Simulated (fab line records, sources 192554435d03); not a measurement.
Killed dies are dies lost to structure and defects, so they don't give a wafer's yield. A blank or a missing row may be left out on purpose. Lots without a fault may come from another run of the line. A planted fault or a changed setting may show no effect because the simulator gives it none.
Which tool did it? | flow n5_finfet | 24 lots, 72 wafers sampled, at 5 steps of a route of 1938

WHAT THE GAUGES READ, wafer by wafer
N5_DUMMY_GATE_INSPECT_17: inspects for defects (brightfield).
lot  | measured    | on                | raw_defect_count
L074 | day 3 01:56 | defect_inspect-02 | 221 265 317
L075 | day 3 03:58 | defect_inspect-02 | 154 221 193
L076 | day 3 09:51 | defect_inspect-01 | 228 136 215
L077 | day 3 16:01 | defect_inspect-02 | 221 271 244
L078 | day 3 22:35 | defect_inspect-01 | 285 148 202
L079 | day 4 03:35 | defect_inspect-02 | 207 219 112
L080 | day 4 12:08 | defect_inspect-01 | 245 259 332
L081 | day 4 16:13 | defect_inspect-02 | 314 141 201
L082 | day 4 22:21 | defect_inspect-02 | 228 239 259
L083 | day 5 07:27 | defect_inspect-01 | 82 119 108
L084 | day 5 09:08 | defect_inspect-02 | 199 304 238
L085 | day 5 20:07 | defect_inspect-01 | 215 186 153
L086 | day 5 23:24 | defect_inspect-02 | 151 186 193
L087 | day 6 04:33 | defect_inspect-01 | 220 239 109
L088 | day 6 10:19 | defect_inspect-01 | 151 134 126
L089 | day 6 15:32 | defect_inspect-01 | 115 94 136
L090 | day 6 21:31 | defect_inspect-01 | 131 163 193
L091 | day 7 06:00 | defect_inspect-01 | 181 171 225
L092 | day 7 09:32 | defect_inspect-01 | 138 192 232
L093 | day 7 17:46 | defect_inspect-01 | 145 285 187
L094 | day 7 22:17 | defect_inspect-01 | 282 239 227
L095 | day 8 04:31 | defect_inspect-01 | 156 170 129
L096 | day 8 10:08 | defect_inspect-01 | 267 239 352
L097 | day 8 17:30 | defect_inspect-02 | 214 236 186

N5_SD_EPI_P_OVL_MEAS_10.
lot  | measured    | on         | SD_P_BLK_OVL (nm)
L074 | day 3 09:31 | overlay-01 | -0.7 -0.4 0.4
L075 | day 3 12:29 | overlay-02 | 0.5 -0.2 0.2
L076 | day 3 17:33 | overlay-01 | -1.4 -1.3 -1.0
L077 | day 4 00:07 | overlay-01 | 0.8 0.2 -0.2
L078 | day 4 06:16 | overlay-01 | -0.4 0.6 -0.4
L079 | day 4 10:27 | overlay-01 | -1.2 -0.8 -0.2
L080 | day 4 20:27 | overlay-02 | -1.2 -0.3 -0.3
L081 | day 5 00:11 | overlay-02 | -0.9 0.3 0.9
L082 | day 5 06:53 | overlay-01 | 0.5 -0.8 -0.2
L083 | day 5 15:13 | overlay-02 | -1.5 -0.4 -1.4
L084 | day 5 18:19 | overlay-01 | -0.1 -0.6 -0.3
L085 | day 6 03:17 | overlay-01 | 0.0 0.0 0.1
L086 | day 6 07:53 | overlay-01 | 1.5 1.3 1.3
L087 | day 6 13:15 | overlay-01 | 1.3 0.5 -0.2
L088 | day 6 17:05 | overlay-01 | 0.5 -0.4 -0.2
L089 | day 7 00:11 | overlay-01 | -0.9 1.3 -0.3
L090 | day 7 05:55 | overlay-01 | -0.7 -0.5 -1.2
L091 | day 9 02:48 | overlay-01 | 0.1 -0.1 0.5
L092 | day 7 18:08 | overlay-01 | 0.0 0.7 0.1
L093 | day 8 02:29 | overlay-02 | -0.8 -0.5 -0.2
L094 | day 8 05:02 | overlay-02 | -0.1 1.1 0.7
L095 | day 8 11:16 | overlay-01 | 0.3 0.6 0.6
L096 | day 8 19:29 | overlay-01 | 1.2 0.7 -0.2
L097 | day 9 00:40 | overlay-01 | -0.4 0.2 -0.9

N5_HKMG_FIN_INSPECT_61: inspects for defects (macro).
lot  | measured    | on                | raw_defect_count
L074 | day 4 03:18 | defect_inspect-02 | 0 3 3
L075 | day 4 06:02 | defect_inspect-01 | 4 3 6
L076 | day 4 10:49 | defect_inspect-02 | 1 2 2
L077 | day 4 17:48 | defect_inspect-02 | 2 0 2
L078 | day 5 00:02 | defect_inspect-02 | 2 1 2
L079 | day 5 04:09 | defect_inspect-02 | 0 1 2
L080 | day 5 14:23 | defect_inspect-02 | 0 5 1
L081 | day 5 18:25 | defect_inspect-02 | 2 3 2
L082 | day 6 00:37 | defect_inspect-02 | 0 3 1
L083 | day 6 08:56 | defect_inspect-01 | 2 1 2
L084 | day 6 14:07 | defect_inspect-01 | 1 3 4
L085 | day 6 22:49 | defect_inspect-01 | 2 3 3
L086 | day 7 01:55 | defect_inspect-02 | 1 3 2
L087 | day 7 08:59 | defect_inspect-02 | 0 3 1
L088 | day 7 11:30 | defect_inspect-02 | 0 0 2
L089 | day 7 18:20 | defect_inspect-01 | 1 0 2
L090 | day 8 00:36 | defect_inspect-02 | 1 3 2
L091 | day 9 20:53 | defect_inspect-02 | 2 1 1
L092 | day 8 13:13 | defect_inspect-02 | 2 2 2
L093 | day 8 21:23 | defect_inspect-01 | 2 2 4
L094 | day 8 23:29 | defect_inspect-01 | 3 0 5
L095 | day 9 05:29 | defect_inspect-02 | 1 1 1
L096 | day 9 14:10 | defect_inspect-01 | 3 4 2
L097 | day 9 18:22 | defect_inspect-02 | 3 1 1

WHICH TOOL RAN EACH LOT (tool, then ch and the chambers of the sampled wafers, then the start)
lot  | N5_DUMMY_REMOVAL_HM_STRIP_01      | N5_HKMG_FIN_ALD_74
L074 | rie_diel-05 ch 0,1,2, day 4 01:45 | ald_hk-02 ch 0,2,3, day 4 02:43
L075 | rie_diel-03 ch 0,1,3, day 4 04:29 | ald_hk-01 ch 2,3, day 4 05:26
L076 | rie_diel-06 ch 0,3, day 4 09:22   | ald_hk-03 ch 0,1,2, day 4 10:20
L077 | rie_diel-06 ch 0,2, day 4 15:49   | ald_hk-03 ch 0,1, day 4 17:12
L078 | rie_diel-03 ch 1,2, day 4 22:37   | ald_hk-02 ch 1,3, day 4 23:34
L079 | rie_diel-05 ch 0,2,3, day 5 02:35 | ald_hk-01 ch 1,2,3, day 5 03:33
L080 | rie_diel-05 ch 0,2,3, day 5 12:50 | ald_hk-01 ch 1,2,3, day 5 13:47
L081 | rie_diel-06 ch 0,2,3, day 5 16:38 | ald_hk-01 ch 0,2,3, day 5 17:56
L082 | rie_diel-06 ch 0,1, day 5 23:03   | ald_hk-01 ch 0,2,3, day 6 00:01
L083 | rie_diel-06 ch 0,1, day 6 07:20   | ald_hk-01 ch 0,3, day 6 08:20
L084 | rie_diel-06 ch 0,3, day 6 12:34   | ald_hk-01 ch 1,2, day 6 13:31
L085 | rie_diel-05 ch 0,2, day 6 21:03   | ald_hk-01 ch 0,1,3, day 6 22:14
L086 | rie_diel-05 ch 1,2,3, day 7 00:29 | ald_hk-02 ch 1,2,3, day 7 01:26
L087 | rie_diel-05 ch 0,2,3, day 7 07:25 | ald_hk-02 ch 2,3, day 7 08:23
L088 | rie_diel-06 ch 1,3, day 7 09:41   | ald_hk-03 ch 2,3, day 7 10:54
L089 | rie_diel-06 ch 0,2,3, day 7 16:44 | ald_hk-03 ch 1,2,3, day 7 17:44
L090 | rie_diel-06 ch 0,2,3, day 7 23:03 | ald_hk-03 ch 0,1,2, day 8 00:01
L091 | rie_diel-06 ch 1,2,3, day 9 19:23 | ald_hk-02 ch 0,2,3, day 9 20:25
L092 | rie_diel-05 ch 1,2, day 8 11:47   | ald_hk-03 ch 0,3, day 8 12:45
L093 | rie_diel-05 ch 0,2, day 8 19:55   | ald_hk-03 ch 1,2, day 8 20:54
L094 | rie_diel-05 ch 0,2, day 8 21:55   | ald_hk-02 ch 0,1, day 8 23:00
L095 | rie_diel-06 ch 0,1,3, day 9 04:03 | ald_hk-01 ch 1,2,3, day 9 05:01
L096 | rie_diel-05 ch 0,2, day 9 12:42   | ald_hk-01 ch 0,1,3, day 9 13:42
L097 | rie_diel-05 ch 1,2, day 9 16:38   | ald_hk-01 ch 0,1, day 9 17:46
- N5_DUMMY_REMOVAL_HM_STRIP_01: strips SiNx in CH3F/O2, stops on poly-Si, target depth 4 nm, time 6.8 s.
- N5_HKMG_FIN_ALD_74: deposits La2O3, target thk 0.5 nm, pulse time 6 s, co reactant pulse time 1 s.

WHAT THE TOOLS THEMSELVES READ (means of the sampled wafers that have a number; where no wafer has one, the mark that the record gives instead)
N5_DUMMY_REMOVAL_HM_STRIP_01.
lot  | tool        | drypump_motor_current_A (A) | oes_product_au (a.u.) | rf_vpp_V (V) | showerhead_plenum_p_Torr (Torr) | throttle_valve_pct (%)
L074 | rie_diel-05 | 5.7                         | 0.71                  | 128.5        | 2.00                            | 16.21
L075 | rie_diel-03 | 5.9                         | 0.63                  | 126.9        | 2.02                            | 16.40
L076 | rie_diel-06 | 5.8                         | 0.63                  | 127.5        | 2.03                            | 16.65
L077 | rie_diel-06 | 5.5                         | 0.59                  | 126.6        | 1.96                            | 16.65
L078 | rie_diel-03 | 6.1                         | 0.61                  | 127.3        | 2.04                            | 16.48
L079 | rie_diel-05 | 5.7                         | 0.68                  | 127.6        | 1.99                            | 16.36
L080 | rie_diel-05 | 5.7                         | 0.67                  | 127.2        | 1.99                            | 16.35
L081 | rie_diel-06 | 5.7                         | 0.63                  | 126.3        | 1.98                            | 16.58
L082 | rie_diel-06 | 6.0                         | 0.60                  | 128.0        | 2.07                            | 16.77
L083 | rie_diel-06 | 6.0                         | 0.60                  | 127.5        | 2.07                            | 16.77
L084 | rie_diel-06 | 5.9                         | 0.67                  | 126.2        | 1.99                            | 16.53
L085 | rie_diel-05 | 6.2                         | 0.70                  | 128.3        | 2.07                            | 16.24
L086 | rie_diel-05 | 5.2                         | 0.64                  | 126.2        | 1.92                            | 16.39
L087 | rie_diel-05 | 5.7                         | 0.65                  | 126.4        | 1.99                            | 16.39
L088 | rie_diel-06 | 6.0                         | 0.67                  | 126.9        | 1.99                            | 16.48
L089 | rie_diel-06 | 5.7                         | 0.61                  | 126.6        | 1.97                            | 16.61
L090 | rie_diel-06 | 5.7                         | 0.62                  | 127.4        | 1.97                            | 16.61
L091 | rie_diel-06 | 5.9                         | 0.61                  | 126.4        | 1.97                            | 16.60
L092 | rie_diel-05 | 5.3                         | 0.65                  | 127.8        | 1.93                            | 16.31
L093 | rie_diel-05 | 6.2                         | 0.68                  | 127.9        | 2.06                            | 16.28
L094 | rie_diel-05 | 6.2                         | 0.68                  | 128.3        | 2.06                            | 16.29
L095 | rie_diel-06 | 6.0                         | 0.62                  | 127.6        | 2.03                            | 16.66
L096 | rie_diel-05 | 6.2                         | 0.68                  | 128.2        | 2.06                            | 16.29
L097 | rie_diel-05 | 5.3                         | 0.64                  | 127.4        | 1.92                            | 16.31

N5_HKMG_FIN_ALD_74.
lot  | tool      | heater_power_w (W) | precursor_pulse_height_rel
L074 | ald_hk-02 | 333                | 1.013
L075 | ald_hk-01 | 364                | 1.002
L076 | ald_hk-03 | 334                | 1.004
L077 | ald_hk-03 | 328                | 0.995
L078 | ald_hk-02 | 304                | 0.994
L079 | ald_hk-01 | 340                | 1.004
L080 | ald_hk-01 | 335                | 1.005
L081 | ald_hk-01 | 373                | 1.033
L082 | ald_hk-01 | 380                | 1.010
L083 | ald_hk-01 | 358                | 0.991
L084 | ald_hk-01 | 330                | 1.007
L085 | ald_hk-01 | 349                | 1.020
L086 | ald_hk-02 | 325                | 0.988
L087 | ald_hk-02 | 362                | 1.020
L088 | ald_hk-03 | 365                | 1.020
L089 | ald_hk-03 | 350                | 0.999
L090 | ald_hk-03 | 336                | 0.986
L091 | ald_hk-02 | 333                | 0.998
L092 | ald_hk-03 | 414                | 1.004
L093 | ald_hk-03 | 319                | 1.017
L094 | ald_hk-02 | 305                | 1.009
L095 | ald_hk-01 | 334                | 0.988
L096 | ald_hk-01 | 345                | 1.016
L097 | ald_hk-01 | 340                | 1.006

THE ANSWER, worked out from the rows above alone
Rule: what is usual is taken from the lots themselves. Put in order of their means at a reading, lots are off if they are a third of the lots or fewer, leave a main group of 4 or more, and stand apart from it by a gap of 3 or more times the standard deviation of the main group's means; of several such gaps the widest counts. A main group whose means are all the same, to the digits that the tables above print for the reading, isn't used. A lot without any number at a reading at which 4 lots or more have one is off too. The other lots that the step has rows for count as sound. The gauges are gone through in route order, then the tools' own readings, and for those a lot's mean is taken as printed above. The first step at which some lot is off is used, and at that step the reading that is off furthest; a lot without a number counts as furthest.
No lot is off at any reading shown: from this, nothing can be told.

WHAT THE SIMULATOR HAD PUT IN
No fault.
